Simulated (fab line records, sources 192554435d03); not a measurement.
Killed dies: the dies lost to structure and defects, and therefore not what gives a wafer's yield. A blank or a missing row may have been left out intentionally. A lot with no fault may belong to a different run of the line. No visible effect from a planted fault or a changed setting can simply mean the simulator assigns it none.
fab line records	flow n5-finfet	part 1 of 2: steps 1 to 20 of 26
[record] lots = 5	wafers = 15	last-day = 18
route steps=1938 shown FIN_SAQP@106
lots that met no fault: from a run of the same line without faults
start-h: start of the lot's first displayed wafer, in hours after the record's first day	wait-h: how many hours have passed since the lot's step before this one	" repeats the value in the row above	L1.1+2: a single row standing in for several wafers	- no value present, or no start provided	* or withheld: withheld	< > ~ a bound
route shown NAME@n: NAME is a module with steps in the file, n the number in the route of the first one	usual: the fault-free wafers' mean and standard deviation	same: alike in all rows	chamber/n: place in a boat	sites: each site's reading	_std_site: how widely they spread, as a standard deviation	_edge_site: outer sites' mean less inner sites'	radius-mm: for every site, how far away it sits from the centre of the wafer	mask NAME#n: copy n	behind: the most recent tool/chamber to have shaped the wafer	hold: what put the lot on hold/how long, in hours/how the hold closed	device: the n, p or np transistor that did not switch	end of line: the same wafers' tests at the end of the route	a step given without rows: its recipe and nothing more	killed: dies that structure and defects cost at the first sort, which is not the same as the wafer's yield	map: per-die view of a wafer (x killed, . not killed, _ where there is no die)
set.NAME: the setting that was run; set.NAME@STEP: the one run at that earlier step	model.NAME: the simulator's own value behind a step, which no gauge read
lots at some steps of the route; a table a step, a row a wafer
services: from which hour (start-h, from the record's first day; less than 0 if before it) a tool's chamber was out of use, for how many hours, and why
[[steps]]
[step N5_FIN_SAQP_EBR_12]
[recipe] solvent = PGMEA	ebr-width-mm = 1.5
[usual] exhaust-pa = 45.1/0.84
lot.wafer	tool	chamber	start-h	wait-h	exhaust-pa
L074.2	litho-track-03	0	-	-	44.6
L074.4	"	0	"	"	44.1
L074.6	"	0	"	"	44.1
L084.3	litho-track-05	0	-	-	45.3
L084.5	"	0	"	"	46.9
L084.6	"	0	"	"	46.4
L095.2	litho-track-01	0	-	-	44.5
L095.3	"	0	"	"	43.5
L095.4	"	0	"	"	42.9
L096.1	litho-track-05	0	-	-	43.7
L096.2	"	0	"	"	43.5
L096.6	"	0	"	"	44.8
L097.1	litho-track-05	0	-	-	44.5
L097.2	"	0	"	"	45.2
L097.4	"	0	"	"	44.4
[step N5_FIN_SAQP_SOFTBAKE_11]
[recipe] temp-c = 110	time-s = 60	resist = CAR-ArF
[usual] exhaust-pa = 44.9/0.99	heater-power-total-W = 175.4/1.5	plate-temp-C = 109.97/0.13
lot.wafer	tool	chamber	start-h	wait-h	exhaust-pa	heater-power-total-W	plate-temp-C
L074.2	litho-track-03	0	-	-	45.9	175.5	110.05
L074.4	"	0	"	"	44.8	176.2	110.08
L074.6	"	0	"	"	44.3	177.3	110.03
L084.3	litho-track-05	0	-	-	44.6	176.1	109.97
L084.5	"	0	"	"	45.2	176.5	110.02
L084.6	"	0	"	"	44.7	174.2	110.13
L095.2	litho-track-01	0	-	-	45.3	176.3	109.76
L095.3	"	0	"	"	45.2	173.0	109.87
L095.4	"	0	"	"	45.2	175.3	109.90
L096.1	litho-track-05	0	-	-	45.6	173.1	109.91
L096.2	"	0	"	"	45.8	173.0	109.95
L096.6	"	0	"	"	45.1	175.6	109.91
L097.1	litho-track-05	0	-	-	46.5	176.6	109.95
L097.2	"	0	"	"	45.3	175.1	109.91
L097.4	"	0	"	"	45.3	173.0	109.85
[step N5_FIN_SAQP_EXPOSE_13]
[recipe] mask-id = FIN_CORE	na = 1.35	source-shape = dipole	sigma-inner = 0.538	sigma-outer = 0.738	polarization = te	target-cd-nm = 35.6	dose-mj = 63.25
lot.wafer	tool	chamber	start-h	wait-h	mask
L074.2+4+6	arfi-scanner-01	0	21.46	-	FIN_CORE#0
L084.3+5+6	arfi-scanner-03	0	81.75	-	FIN_CORE#0
L095.2+3+4	arfi-scanner-03	0	147.80	-	FIN_CORE#0
L096.1+2+6	arfi-scanner-02	0	154.09	-	FIN_CORE#0
L097.1+2+4	arfi-scanner-02	0	159.66	-	FIN_CORE#0
[step N5_FIN_SAQP_PEB_14]
[recipe] peb-temp-c = withheld	peb-time-s = 60	resist = CAR-ArF
[usual] exhaust-pa = 45.1/0.9
lot.wafer	tool	chamber	start-h	wait-h	exhaust-pa
L074.2	litho-track-03	0	21.51	0.0	45.0
L074.4	"	0	"	"	46.7
L074.6	"	0	"	"	46.2
L084.3	litho-track-03	0	81.80	0.0	45.0
L084.5	"	0	"	"	44.9
L084.6	"	0	"	"	45.9
L095.2	litho-track-03	0	147.85	0.0	43.9
L095.3	"	0	"	"	44.7
L095.4	"	0	"	"	44.0
L096.1	litho-track-01	0	154.15	0.1	45.1
L096.2	"	0	"	"	44.3
L096.6	"	0	"	"	44.6
L097.1	litho-track-01	0	159.73	0.1	45.8
L097.2	"	0	"	"	45.3
L097.4	"	0	"	"	44.7
[step N5_FIN_SAQP_DEVELOP_15]
[recipe] develop-time-s = 30	developer = TMAH	resist = CAR-ArF	dev-temp-c = 23	rinse-liquid = diw	dry = air-spin
[usual] exhaust-pa = 45.1/0.97
lot.wafer	tool	chamber	start-h	wait-h	exhaust-pa
L074.2	litho-track-03	0	-	-	46.0
L074.4	"	0	"	"	44.1
L074.6	"	0	"	"	44.6
L084.3	litho-track-03	0	-	-	43.8
L084.5	"	0	"	"	44.3
L084.6	"	0	"	"	43.9
L095.2	litho-track-03	0	-	-	43.5
L095.3	"	0	"	"	44.3
L095.4	"	0	"	"	45.1
L096.1	litho-track-01	0	-	-	45.7
L096.2	"	0	"	"	44.7
L096.6	"	0	"	"	43.1
L097.1	litho-track-01	0	-	-	44.8
L097.2	"	0	"	"	43.5
L097.4	"	0	"	"	44.4
[step N5_FIN_SAQP_CD_MEAS_16]
[recipe] target-cd-nm = 35.6	landing-energy-ev = 500	detector = se-inlens
[usual] cd-nm = 35.73/0.26
[same] landing-energy-ev = 500
lot.wafer	tool	chamber	start-h	wait-h	cd-nm
L074.2	cd-sem-03	0	21.58	-	35.43
L074.4	"	0	"	"	35.83
L074.6	"	0	"	"	35.50
L084.3	cd-sem-03	0	81.87	-	35.39
L084.5	"	0	"	"	35.59
L084.6	"	0	"	"	35.23
L095.2	cd-sem-03	0	147.92	-	35.36
L095.3	"	0	"	"	35.60
L095.4	"	0	"	"	35.76
L096.1	cd-sem-02	0	154.22	-	35.97
L096.2	"	0	"	"	35.20
L096.6	"	0	"	"	35.41
L097.1	cd-sem-02	0	159.79	-	35.98
L097.2	"	0	"	"	36.08
L097.4	"	0	"	"	35.52
[step N5_FIN_SAQP_OVL_MEAS_17]
[recipe] points-per-wafer = 44
[usual] FIN_CORE_OVL = -0.3/0.88
lot.wafer	tool	chamber	start-h	wait-h	FIN_CORE_OVL[nm]
L074.2	overlay-02	0	21.62	0.0	0.0
L074.4	"	0	"	"	-0.9
L074.6	"	0	"	"	0.3
L084.3	overlay-01	0	81.91	0.0	-0.7
L084.5	"	0	"	"	0.0
L084.6	"	0	"	"	-0.1
L095.2	overlay-02	0	147.96	0.0	0.8
L095.3	"	0	"	"	1.0
L095.4	"	0	"	"	0.7
L096.1	overlay-01	0	154.26	0.0	-1.3
L096.2	"	0	"	"	-0.8
L096.6	"	0	"	"	-0.7
L097.1	overlay-02	0	159.83	0.0	0.3
L097.2	"	0	"	"	0.5
L097.4	"	0	"	"	-0.4
[step N5_FIN_SAQP_INSPECT_18]
[recipe] mode = adi	inspect-instrument = brightfield
[usual] raw-defect-count = 449/110
lot.wafer	tool	chamber	start-h	wait-h	raw-defect-count
L074.2	defect-inspect-02	-	21.64	0.0	682
L074.4	"	-	"	"	380
L074.6	"	-	"	"	395
L084.3	defect-inspect-01	-	81.93	0.0	626
L084.5	"	-	"	"	604
L084.6	"	-	"	"	730
L095.2	defect-inspect-02	-	147.98	0.0	306
L095.3	"	-	"	"	508
L095.4	"	-	"	"	298
L096.1	defect-inspect-02	-	154.28	0.0	288
L096.2	"	-	"	"	301
L096.6	"	-	"	"	339
L097.1	defect-inspect-01	-	159.86	0.0	334
L097.2	"	-	"	"	386
L097.4	"	-	"	"	422
[step N5_FIN_SAQP_DESCUM_21]
[recipe] chemistry = O2	time-s = 7.9	source-power-w = 50	bias-power-w = 20	pressure-mtorr = 20	rf-frequency-hz = 2.712e+07	temp-c = 40	resist = CAR-ArF	o2-flow-sccm = 225
[usual] drypump-motor-current-A = 5.8/0.5	oes-product-au = 0.79/0.074	rf-vpp-V = 243.4/1.3	showerhead-plenum-p-Torr = 2.11/0.065	throttle-valve-pct = 20.31/0.26
lot.wafer	tool	chamber	start-h	wait-h	drypump-motor-current-A	oes-product-au	rf-hours-counter-h	rf-vpp-V	showerhead-plenum-p-Torr	throttle-valve-pct
L074.2	rie-diel-06	0	21.68	0.0	6.7	0.71	209	245.5	2.17	20.66
L074.4	"	3	"	"	5.6	0.81	93	241.5	2.00	20.05
L074.6	"	1	"	"	5.2	0.81	-	245.9	2.22	20.65
L084.3	rie-diel-01	0	81.96	0.0	5.7	0.76	129	243.2	2.12	20.33
L084.5	"	1	"	"	6.4	0.82	-	242.5	2.05	20.32
L084.6	"	2	"	"	6.3	0.72	-	242.4	2.08	20.50
L095.2	rie-diel-01	2	148.07	0.1	6.2	0.70	241	243.3	2.08	20.52
L095.3	"	0	"	"	5.7	0.76	152	242.3	2.11	20.37
L095.4	"	1	"	"	6.4	0.81	103	240.8	2.04	20.33
L096.1	rie-diel-02	2	154.45	0.2	5.1	0.88	44	241.1	2.02	19.94
L096.2	"	1	"	"	5.5	0.70	208	244.2	2.15	20.23
L096.6	"	1	"	"	5.5	0.70	-	244.1	2.15	20.22
L097.1	rie-diel-06	0	160.06	0.2	6.7	0.95	2	244.2	2.15	20.30
L097.2	"	3	"	"	5.6	0.77	144	242.8	1.99	20.13
L097.4	"	1	"	"	5.2	0.76	128	245.4	2.20	20.71
[step N5_FIN_SAQP_ETCH_51]
[recipe] chemistry = CF4	target = SiARC	target-depth-a = 455	mask-material = CAR-ArF	time-s = 75.8	ion-energy-ev = 80	pressure-mtorr = 40	source-w = 545	bias-w = 36	Ar_flow_sccm = 100	cf4-flow-sccm = 100	ends = cleared
[usual] drypump-motor-current-A = 5.8/0.5	etch-rf-on-time-s = 75.7/2	oes-product-au = 0.68/0.067	rf-vpp-V = 184.2/1.2	showerhead-plenum-p-Torr = 2.16/0.063	throttle-valve-pct = 15.53/0.24
lot.wafer	tool	chamber	start-h	wait-h	drypump-motor-current-A	etch-rf-on-time-s	oes-product-au	rf-hours-counter-h	rf-vpp-V	showerhead-plenum-p-Torr	throttle-valve-pct
L074.2	rie-diel-06	0	21.71	0.0	6.6	75.5	0.61	209	185.8	2.20	15.81
L074.4	"	3	"	"	5.6	73.4	0.69	93	182.7	2.08	15.42
L074.6	"	1	"	"	5.2	79.2	0.67	-	184.3	2.25	15.73
L084.3	rie-diel-01	0	82.00	0.0	5.7	73.1	0.67	129	184.0	2.17	15.51
L084.5	"	1	"	"	6.4	76.5	0.70	-	182.5	2.09	15.38
L084.6	"	2	"	"	6.3	76.9	0.62	-	182.0	2.12	15.62
L095.2	rie-diel-01	2	148.11	0.0	6.3	77.7	0.59	241	185.2	2.11	15.66
L095.3	"	0	"	"	5.8	73.3	0.65	152	184.0	2.16	15.55
L095.4	"	1	"	"	6.4	76.1	0.69	103	182.9	2.08	15.42
L096.1	rie-diel-02	2	154.48	0.0	5.1	72.4	0.76	44	184.1	2.09	15.21
L096.2	"	1	"	"	5.5	78.2	0.60	208	185.8	2.21	15.59
L096.6	"	1	"	"	5.5	77.9	0.59	-	185.7	2.21	15.60
L097.1	rie-diel-06	0	160.10	0.0	6.7	74.2	0.82	2	184.7	2.19	15.41
L097.2	"	3	"	"	5.6	73.4	0.65	144	183.2	2.06	15.50
L097.4	"	1	"	"	5.2	78.6	0.63	128	184.8	2.23	15.81
[step N5_FIN_SAQP_ETCH_52]
[recipe] chemistry = N2/H2	target = SOC	target-depth-a = 1000	overetch-a = 200	mask-material = SiARC	temp-c = 40	time-s = 150	ion-energy-ev = 200	pressure-mtorr = 30	source-w = 840	bias-w = 150	n2-flow-sccm = 200	h2-flow-sccm = 200	ends = end-point
[usual] drypump-motor-current-A = 5.8/0.5	oes-product-au = 0.71/0.062	rf-vpp-V = 524.4/2.3	showerhead-plenum-p-Torr = 2.57/0.084	throttle-valve-pct = 17.73/0.27
lot.wafer	tool	chamber	start-h	wait-h	drypump-motor-current-A	oes-product-au	rf-hours-counter-h	rf-vpp-V	showerhead-plenum-p-Torr	throttle-valve-pct
L074.2	rie-diel-06	0	21.77	0.0	6.7	0.65	209	524.6	2.63	18.05
L074.4	"	3	"	"	5.6	0.72	93	522.4	2.47	17.65
L074.6	"	1	"	"	5.2	0.72	-	527.3	2.67	17.82
L084.3	rie-diel-01	0	82.06	0.0	5.8	0.68	129	523.2	2.55	17.57
L084.5	"	1	"	"	6.4	0.74	-	522.7	2.47	17.54
L084.6	"	2	"	"	6.3	0.65	-	524.0	2.49	17.62
L095.2	rie-diel-01	2	148.16	0.0	6.3	0.63	241	522.8	2.48	17.64
L095.3	"	0	"	"	5.8	0.66	152	525.1	2.54	17.61
L095.4	"	1	"	"	6.4	0.72	103	521.2	2.46	17.60
L096.1	rie-diel-02	2	154.54	0.0	5.1	0.78	44	522.9	2.48	17.55
L096.2	"	1	"	"	5.5	0.63	208	526.9	2.62	17.67
L096.6	"	1	"	"	5.5	0.62	-	526.7	2.62	17.68
L097.1	rie-diel-06	0	160.15	0.0	6.7	0.85	2	524.7	2.61	17.66
L097.2	"	3	"	"	5.6	0.67	144	520.6	2.45	17.73
L097.4	"	1	"	"	5.2	0.68	128	528.0	2.65	17.90
[step N5_FIN_SAQP_STRIP_53]
[recipe] chemistry = N2/H2	temp-c = 40	n2-flow-sccm = 200	h2-flow-sccm = 200	rf-frequency-hz = 6e+07
lot.wafer	tool	chamber	start-h	wait-h
L074.2+4+6	rie-diel-06	0,3,1	21.87	0.0
L084.3+5+6	rie-diel-01	0,1,2	82.15	0.0
L095.2+3+4	rie-diel-01	2,0,1	148.26	0.0
L096.1+2+6	rie-diel-02	2,1,1	154.64	0.0
L097.1+2+4	rie-diel-06	0,3,1	160.25	0.0
[step N5_FIN_SAQP_HM_OPEN_73]
[recipe] chemistry = CHF3/O2	target = SiO2	stop-on = a-Si	target-depth-a = 120	over-etch-frac = 1.8	mask-material = SOC	time-s = 16.8	pressure-mtorr = 30	source-w = 650	bias-w = 170	Ar_flow_sccm = 200	CHF3_flow_sccm = 50	O2_flow_sccm = 5	ion-energy-ev = 200	ends = end-point
[usual] drypump-motor-current-A = 5.8/0.5	oes-product-au = 0.48/0.042	rf-vpp-V = 524/15	showerhead-plenum-p-Torr = 2.43/0.07	throttle-valve-pct = 18.76/0.24
lot.wafer	tool	chamber	start-h	wait-h	drypump-motor-current-A	oes-product-au	rf-hours-counter-h	rf-vpp-V	showerhead-plenum-p-Torr	throttle-valve-pct
L074.2	rie-diel-06	0	21.88	0.0	6.7	0.42	209	521	2.48	18.96
L074.4	"	3	"	"	5.6	0.48	93	538	2.35	18.68
L074.6	"	1	"	"	5.2	0.50	-	549	2.52	18.90
L084.3	rie-diel-01	0	82.16	0.0	5.7	0.47	129	524	2.43	18.68
L084.5	"	1	"	"	6.4	0.50	-	528	2.35	18.64
L084.6	"	2	"	"	6.2	0.43	-	501	2.39	18.84
L095.2	rie-diel-01	2	148.27	0.0	6.3	0.42	241	500	2.38	18.87
L095.3	"	0	"	"	5.8	0.45	152	524	2.42	18.72
L095.4	"	1	"	"	6.4	0.49	103	528	2.35	18.67
L096.1	rie-diel-02	2	154.65	0.0	5.1	0.52	44	496	2.35	18.44
L096.2	"	1	"	"	5.5	0.42	208	537	2.48	18.67
L096.6	"	1	"	"	5.5	0.42	-	535	2.48	18.67
L097.1	rie-diel-06	0	160.26	0.0	6.7	0.57	2	520	2.46	18.61
L097.2	"	3	"	"	5.6	0.44	144	537	2.33	18.72
L097.4	"	1	"	"	5.2	0.46	128	548	2.51	18.98
[step N5_FIN_SAQP_STRIP_74]
[recipe] chemistry = CHF3/O2	resist = SiARC	rf-frequency-hz = 6e+07
lot.wafer	tool	chamber	start-h	wait-h
L074.2+4+6	rie-diel-06	0,3,1	21.93	0.0
L084.3+5+6	rie-diel-01	0,1,2	82.22	0.0
L095.2+3+4	rie-diel-01	2,0,1	148.32	0.0
L096.1+2+6	rie-diel-02	2,1,1	154.70	0.0
L097.1+2+4	rie-diel-06	0,3,1	160.31	0.0
[step N5_FIN_SAQP_MANDREL_ETCH_22]
[recipe] target-depth-a = 600	chemistry = HBr/Cl2	target = a-Si	stop-on = SiNx	bt-time-s = 10	over-etch-frac = 0.5	time-s = 30	pressure-mtorr = 10	icp-w = 800	bias-w = 75	HBr_flow_sccm = 150	Cl2_flow_sccm = 80	ends = end-point
[usual] drypump-motor-current-A = 5.46/0.28	oes-product-au = 0.771/0.012	throttle-valve-pct = 35.33/0.22
lot.wafer	tool	chamber	start-h	wait-h	drypump-motor-current-A	oes-product-au	rf-hours-counter-h	throttle-valve-pct
L074.2	rie-si-05	2	21.96	0.0	5.04	0.769	93	35.58
L074.4	"	1	"	"	5.36	0.769	88	35.73
L074.6	"	2	"	"	5.04	0.791	-	35.56
L084.3	rie-si-05	1	82.26	0.0	5.34	0.747	90	35.77
L084.5	"	0	"	"	5.26	0.786	-	35.47
L084.6	"	3	"	"	5.84	0.765	-	35.41
L095.2	rie-si-03	0	148.35	0.0	5.84	0.772	64	35.04
L095.3	"	3	"	"	5.04	0.763	113	35.25
L095.4	"	1	"	"	5.61	0.760	156	35.28
L096.1	rie-si-03	0	154.73	0.0	5.84	0.782	64	35.03
L096.2	"	2	"	"	5.32	0.794	175	35.06
L096.6	"	2	"	"	5.34	0.794	-	35.05
L097.1	rie-si-03	3	160.34	0.0	5.03	0.764	113	35.24
L097.2	"	2	"	"	5.35	0.790	175	35.06
L097.4	"	0	"	"	5.83	0.781	64	35.04
[step N5_FIN_SAQP_STRIP_55]
[recipe] chemistry = N2/H2	power-w = 500	temp-c = 40	pressure-mtorr = 50	rf-frequency-hz = 6e+07	overash-fraction = 0.3	bias-power-w = 28	h2-frac = 0.5	n2-flow-sccm = 300	h2-flow-sccm = 300
[usual] drypump-motor-current-A = 5.7/0.51	oes-product-au = 0.79/0.075	rf-vpp-V = 121.8/1.5	showerhead-plenum-p-Torr = 3.38/0.1	throttle-valve-pct = 18.7/0.31
lot.wafer	tool	chamber	start-h	wait-h	drypump-motor-current-A	oes-product-au	rf-hours-counter-h	rf-vpp-V	showerhead-plenum-p-Torr	throttle-valve-pct
L074.2	rie-diel-02	1	22.06	0.1	5.5	0.75	159	123.1	3.49	18.6
L074.4	"	1	"	"	5.5	0.74	-	125.0	3.49	18.5
L074.6	"	3	"	"	5.2	0.75	-	122.0	3.53	19.5
L084.3	rie-diel-02	2	82.36	0.1	5.1	0.93	17	123.0	3.30	18.9
L084.5	"	2	"	"	5.1	0.93	-	122.7	3.30	18.8
L084.6	"	1	"	"	5.5	0.72	-	123.8	3.47	18.6
L095.2	rie-diel-06	1	148.48	0.1	5.2	0.78	123	123.6	3.50	18.7
L095.3	"	2	"	"	5.9	0.79	113	122.8	3.54	18.8
L095.4	"	1	"	"	5.2	0.78	-	121.5	3.50	18.7
L096.1	rie-diel-02	0	154.83	0.1	6.1	0.81	73	123.2	3.42	18.5
L096.2	"	3	"	"	5.2	0.72	186	122.8	3.50	19.6
L096.6	"	2	"	"	5.1	0.87	-	121.1	3.28	18.9
L097.1	rie-diel-01	3	160.44	0.1	5.3	0.86	54	122.5	3.29	18.7
L097.2	"	0	"	"	5.8	0.74	157	119.1	3.35	18.5
L097.4	"	1	"	"	6.4	0.79	109	121.2	3.25	18.6
[step N5_FIN_SAQP_STRIP_23]
[recipe] chemistry = SPM	time-s = 750	temp-c = 130	h2so4-h2o2-vol-ratio = 4
[usual] bath-guard-temp-C = 130.0/0.43
lot.wafer	tool	chamber	start-h	wait-h	bath-guard-temp-C
L074.2	wet-bench-02	0	22.13	-	130.0
L074.4	"	6	"	"	130.0
L074.6	"	4	"	"	130.5
L084.3	wet-bench-01	0	82.43	-	129.6
L084.5	"	4	"	"	129.9
L084.6	"	1	"	"	130.4
L095.2	wet-bench-06	6	148.57	-	130.1
L095.3	"	0	"	"	130.4
L095.4	"	7	"	"	129.1
L096.1	wet-bench-02	5	154.91	-	130.4
L096.2	"	1	"	"	130.7
L096.6	"	4	"	"	130.0
L097.1	wet-bench-01	2	160.51	-	129.4
L097.2	"	7	"	"	130.2
L097.4	"	1	"	"	130.2
[step N5_FIN_SAQP_SRD_66]
[recipe] dry = ipa-marangoni	time-s = 30	temp-c = 23	rinse-liquid = diw
lot.wafer	tool	chamber	start-h	wait-h
L074.2+4+6	wet-bench-02	0,6,4	22.33	0.0
L084.3+5+6	wet-bench-01	0,4,1	82.64	0.0
L095.2+3+4	wet-bench-06	6,0,7	148.78	0.0
L096.1+2+6	wet-bench-02	5,1,4	155.12	0.0
L097.1+2+4	wet-bench-01	2,7,1	160.72	0.0
[step N5_FIN_SAQP_RECESS_75]
[recipe] chemistry = HF/NH3	target = SiO2	target-depth-a = 144	afs-cycles = 3	temp-c = 30	sublimation-temp-c = 180	sublimation-time-s = 60
[usual] drypump-motor-current-A = 6.0/0.51
lot.wafer	tool	chamber	start-h	wait-h	drypump-motor-current-A
L074.2	vapor-etch-01	0	22.39	0.0	6.6
L074.4	"	1	"	"	6.2
L074.6	"	0	"	"	6.6
L084.3	vapor-etch-01	0	82.81	0.1	6.6
L084.5	"	0	"	"	6.6
L084.6	"	1	"	"	6.2
L095.2	vapor-etch-02	0	148.82	0.0	5.2
L095.3	"	0	"	"	5.2
L095.4	"	1	"	"	6.0
L096.1	vapor-etch-02	1	155.16	0.0	6.0
L096.2	"	0	"	"	5.2
L096.6	"	0	"	"	5.2
L097.1	vapor-etch-01	1	160.77	0.0	6.2
L097.2	"	0	"	"	6.5
L097.4	"	0	"	"	6.6
[step N5_FIN_SAQP_SPACER1_ALD_24]
[recipe] material = SiO2	target-thk-a = 203	temp-c = 300	ald-precursor-family = BDEAS	ald-co-reactant = O2-plasma	pulse-time-s = 1	purge-time-s = 2	co-reactant-purge-time-s = 2	ald-cycles = 218	pressure-torr = 2
[usual] heater-power-w = 485/39	precursor-pulse-height-rel = 0.999/0.02
lot.wafer	tool	chamber	start-h	wait-h	heater-power-w	precursor-pulse-height-rel
L074.2	ald-sin-02	3	22.77	0.3	457	1.001
L074.4	"	3	"	"	471	0.996
L074.6	"	2	"	"	515	0.977
L084.3	ald-sin-03	3	83.07	0.1	460	1.016
L084.5	"	3	"	"	473	1.011
L084.6	"	2	"	"	469	0.992
L095.2	ald-sin-02	3	149.26	0.3	468	1.017
L095.3	"	1	"	"	574	0.985
L095.4	"	0	"	"	479	0.971
L096.1	ald-sin-01	1	155.55	0.3	453	0.991
L096.2	"	2	"	"	453	0.991
L096.6	"	2	"	"	446	0.992
L097.1	ald-sin-01	0	161.15	0.3	495	1.008
L097.2	"	2	"	"	448	1.019
L097.4	"	1	"	"	460	0.967
